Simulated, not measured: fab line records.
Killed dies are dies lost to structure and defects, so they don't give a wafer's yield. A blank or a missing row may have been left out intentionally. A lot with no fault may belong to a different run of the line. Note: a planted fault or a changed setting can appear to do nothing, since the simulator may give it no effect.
Which of the tools did it?    flow nandHarc    Sampling: 14 lots, 42 wafers, 2 of 1302 route steps

## WHAT EACH GAUGE READ, for each wafer
NHARC_A_M0_CD_MEAS_16. Usual: 80.3 nm for cdNm, sd 1.1.
lot   measured      on        cdNm (nm)       flag
L252  day 22 06:08  cdSem-02  79.6 78.5 80.6  
L253  day 23 01:53  cdSem-02  80.5 79.8 79.5  
L254  day 23 04:19  cdSem-01  79.3 82.0 80.5  
L257  day 24 09:58  cdSem-01  79.7 79.8 80.2  
L255  day 24 11:13  cdSem-01  80.2 81.5 82.0  
L256  day 24 11:51  cdSem-01  80.7 82.3 82.4  
L258  day 25 06:01  cdSem-01  80.9 79.2 80.0  
L259  day 26 03:19  cdSem-01  80.4 82.8 81.5  
L267  day 28 21:45  cdSem-02  77.0 79.2 79.5  
L268  day 29 03:13  cdSem-01  79.6 82.9 81.9  
L272  day 30 10:29  cdSem-03  80.1 81.5 82.3  
L273  day 31 06:07  cdSem-01  81.6 79.6 80.5  
L274  day 31 07:36  cdSem-02  77.8 79.2 80.3  
L275  day 31 23:43  cdSem-03  79.4 79.0 78.5  

## WHAT TOOL EACH LOT RAN ON (gives the tool, then ch and the chambers of the sampled wafers, and finally the start)
lot   NHARC_A_M0_ETCH_34
L252  rieDiel-06 ch 1,2, day 22 05:55
L253  rieDiel-06 ch 0,1,2, day 23 01:41
L254  rieDiel-01 ch 1,2,3, day 23 04:07
L257  rieDiel-11 ch 1,3, day 24 09:45
L255  rieDiel-06 ch 1,2,3, day 24 11:02
L256  rieDiel-06 ch 2,3, day 24 11:38
L258  rieDiel-06 ch 0,3, day 25 05:48
L259  rieDiel-06 ch 0,2,3, day 26 03:05
L267  rieDiel-01 ch 0,1, day 28 21:32
L268  rieDiel-06 ch 0,3, day 29 02:59
L272  rieDiel-01 ch 2,3, day 30 10:15
L273  rieDiel-01 ch 1,3, day 31 05:55
L274  rieDiel-11 ch 0,1,3, day 31 07:22
L275  rieDiel-11 ch 1,3, day 31 23:30
- NHARC_A_M0_ETCH_34: etches the open film in N2/H2, target depth 40 nm, overetch 12 nm, time 43.94 s.

## WHAT THE TOOLS THEMSELVES READ (means of the sampled wafers that have a number; where no wafer has one, the mark that the record gives instead)
NHARC_A_M0_ETCH_34. Usual: drypumpMotorCurrentA 6.02 A, standard deviation 0.28; oesProductAu 1.000 a.u., standard deviation 0.015; rfFwdPowerW 394.4 W, standard deviation 1.9; rfVppV 430.9 V, standard deviation 2.5; showerheadPlenumPTorr 2.05 Torr, standard deviation 0.079; throttleValvePct 14.170 %, standard deviation 0.0089.
lot   tool        drypumpMotorCurrentA (A)  oesProductAu (a.u.)  rfFwdPowerW (W)  rfVppV (V)  showerheadPlenumPTorr (Torr)  throttleValvePct (%)  flag
L252  rieDiel-06  6.21                      0.994                395.4            428.9       1.98                          14.173                
L253  rieDiel-06  6.15                      0.980                395.0            429.9       2.00                          14.167                
L254  rieDiel-01  5.86                      1.007                393.4            433.6       2.11                          14.172                
L257  rieDiel-11  5.44                      0.997                394.9            433.2       2.12                          14.172                
L255  rieDiel-06  6.24                      0.992                395.4            429.7       2.01                          14.165                
L256  rieDiel-06  6.27                      0.999                393.4            428.3       1.98                          14.171                
L258  rieDiel-06  6.20                      1.007                394.0            431.7       2.09                          14.169                
L259  rieDiel-06  6.20                      1.001                395.2            430.1       2.02                          14.179                
L267  rieDiel-01  6.28                      1.003                393.3            429.8       2.00                          14.171                
L268  rieDiel-06  6.10                      1.005                394.5            431.7       2.07                          14.176                
L272  rieDiel-01  5.79                      1.007                395.4            433.5       2.11                          14.177                
L273  rieDiel-01  5.90                      1.007                391.8            430.6       2.05                          14.160                
L274  rieDiel-11  5.69                      1.007                394.7            432.2       2.11                          14.173                
L275  rieDiel-11  5.43                      0.998                394.2            433.5       2.12                          14.164                

## THE ANSWER, worked out from the rows above alone
Rule: a lot counts as off when the mean over its wafers that have a number is more than 3 standard deviations away from the usual mean. A lot without any number at a reading at which 4 lots or more have one is off too. The other lots that the step has rows for count as sound. After the gauges, taken in route order, come the tools' own readings; for these a lot's mean is taken, as printed above. The first step at which some lot is off is used, and at that step the reading that is off furthest; a lot without a number counts as furthest.
No lot is off on any of the readings shown, so nothing can be concluded from this.

## WHAT THE SIMULATOR HAD PUT IN
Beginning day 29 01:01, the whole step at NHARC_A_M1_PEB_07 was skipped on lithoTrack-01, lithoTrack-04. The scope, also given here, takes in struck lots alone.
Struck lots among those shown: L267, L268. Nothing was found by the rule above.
